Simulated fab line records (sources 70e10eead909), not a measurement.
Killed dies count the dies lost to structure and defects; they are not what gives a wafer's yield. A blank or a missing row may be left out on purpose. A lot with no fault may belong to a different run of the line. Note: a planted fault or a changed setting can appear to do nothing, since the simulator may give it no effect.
Code-filled problem report in 8D (eight disciplines) form + flow nand-harc + the parts of the form that need people (team, actions taken, sign-off) are left out

== 1. THE ISSUE ==
Wafers without a fault read 130.0 nm, standard deviation 0.94; cd-nm at NHARC_P_M1_CD_MEAS_09 reads a mean of 122.0 nm on 6 wafers belonging to 2 lots. Measured from the usual mean, that is -8.6 standard deviations.
The step: target cd 130 nm.
Earliest sighting: wafer L443.1 on cd-sem-03 at day 11 15:07. Wafers with a number at this step in the record: 39, from 13 lots. Rule for "out", or "out of limits": more than 4 standard deviations from the usual mean. All remaining wafers that have a number are taken as sound.

== 2. WHAT IT IS AND WHAT IT IS NOT ==
| question                    | is                     | is not                                                                                             |
|-----------------------------|------------------------|----------------------------------------------------------------------------------------------------|
| which readings at this step | cd-nm                  | -                                                                                                  |
| which lots                  | L443, L445             | L431, L432, L433, L437, L438, L448, L449, L451, L452, L453, L454                                   |
| which wafers of those lots  | all that have a number | -                                                                                                  |
| read on which gauges        | cd-sem-02, cd-sem-03   | cd-sem-01                                                                                          |
| when                        | from day 11 15:07      | up to then (15 sound wafers); but 18 sound wafers of L448, L449, L451, L452, L453, L454 came after |

== 3. SUSPECTS, AND WHAT RULES EACH OUT ==
Counting: a tool at a process step up to the reading stays a suspect if it ran every lot that is out and no sound lot after the first of them.
- the gauge at NHARC_P_M1_CD_MEAS_09: ruled out. Those wafers that are out were read across 2 gauges (cd-sem-02, cd-sem-03).
- pvd-sputter-01 at NHARC_P_M0_PVD_20 (deposits TaN, target thk 5 nm, time 8.06 s): ruled out as a lasting fault. Following L443 (day 11 15:02), the first lot on it that is out, the sound lots L449, L452, L454 were run on it. NHARC_P_M0_PVD_20: start missing for some lots; hours and lot order therefore follow NHARC_P_M1_PEB_07.
- litho-track-06 at NHARC_P_M1_PEB_07 (peb time 65 s): ruled out as a lasting fault. Following L443 (day 11 15:02), the first lot on it that is out, the sound lots L453, L454 were run on it.
Left after counting: nothing in the record.

== 4. THE CAUSE (what the simulator had put in) ==
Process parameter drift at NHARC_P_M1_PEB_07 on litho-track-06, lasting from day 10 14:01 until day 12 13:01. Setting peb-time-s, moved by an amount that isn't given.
Counting ruled it out, wrongly: the rule takes a fault to strike every lot that its tool runs from its start on, and this one did not.

== 5. THE EFFECT CHAIN, in route order ==
Rows list readings where the struck wafers' mean (over those with a number) sits beyond 3 standard deviations from the usual. Scope: only readings with a usual standard deviation given in the record; hours: median across lots of the time from each lot's start at the first step in this table that gives one to its start at this step; sigmas: change in usual standard deviations.
| hours | step                  | reading              | usual    | on struck wafers | change | sigmas |
|-------|-----------------------|----------------------|----------|------------------|--------|--------|
| 0     | NHARC_P_M1_PEB_07     | heater-power-total-W | 156.7 W  | 176.0            | +19.3  | +48    |
| 0     | NHARC_P_M1_CD_MEAS_09 | cd-nm                | 130.0 nm | 122.0            | -8.0   | -8.6   |
It contains these process steps:
- NHARC_P_M1_PEB_07: peb time 65 s.
Later measuring or inspecting steps at which every struck wafer that the step has a row for has a number for every such reading, and none has moved that far: NHARC_END_SORT_01.

== 6. WHAT WOULD HAVE CAUGHT IT SOONER ==
In this record the first reading out of limits at a measuring or inspecting step was taken at day 11 15:07, 25 hours after the fault began at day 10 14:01.
The tool's own readings at NHARC_P_M1_PEB_07 were out on every struck wafer that the step has a row for (heater-power-total-W): an alarm limit on them would have fired on the first of those.
